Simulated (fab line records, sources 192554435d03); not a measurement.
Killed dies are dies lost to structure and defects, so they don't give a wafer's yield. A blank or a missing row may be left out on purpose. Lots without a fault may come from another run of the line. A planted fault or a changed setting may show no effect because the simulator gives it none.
Chamber matching | flow n5_finfet | N5_SD_EPI_P_ETCH_37 on rie_diel-03: 4 sister chambers
The step etches SOC in N2/H2, overetch 108 nm, time 486 s. 4 wafers are shown with their chamber, then 8 later ones without.

WAFERS WITH THEIR CHAMBER
wafer  | chamber | showerhead_plenum_p_Torr (Torr)
L085.2 | 1       | 2.68
L087.2 | 2       | 2.45
L090.4 | 0       | 2.70
L093.1 | 3       | 2.64

WAFERS WITHOUT THEIR CHAMBER
wafer  | showerhead_plenum_p_Torr (Torr)
L093.2 | 2.68
L093.3 | 2.69
L095.2 | 2.69
L095.4 | 2.68
L095.5 | 2.68
L096.1 | 2.64
L096.2 | 2.44
L096.4 | 2.68

WHICH CHAMBER EACH WENT THROUGH
wafer  | from the rows above     | in truth
L093.2 | 1                       | 1
L093.3 | can't be placed: 1 or 0 | 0
L095.2 | can't be placed: 1 or 0 | 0
L095.4 | 1                       | 1
L095.5 | 1                       | 1
L096.1 | 3                       | 3
L096.2 | 2                       | 2
L096.4 | 1                       | 1
Placed correctly: 6 of 8. Can't be placed from these rows: 2 (the true chamber is among the candidates in 2). Placed wrongly: 0.
How it was worked out, from the rows above alone: a wafer's distance from a chamber is the root of the sum, over the readings, of the square of ((its reading less the chamber's mean) divided by the reading's scatter). The wafer belongs to the nearest chamber; if the next one is less than 2 further off, it can't be placed. A chamber's mean is the mean of its shown wafers. The scatter: with one shown wafer a chamber, the root of the mean of the squares of how far each hidden wafer lies from its nearest shown one.
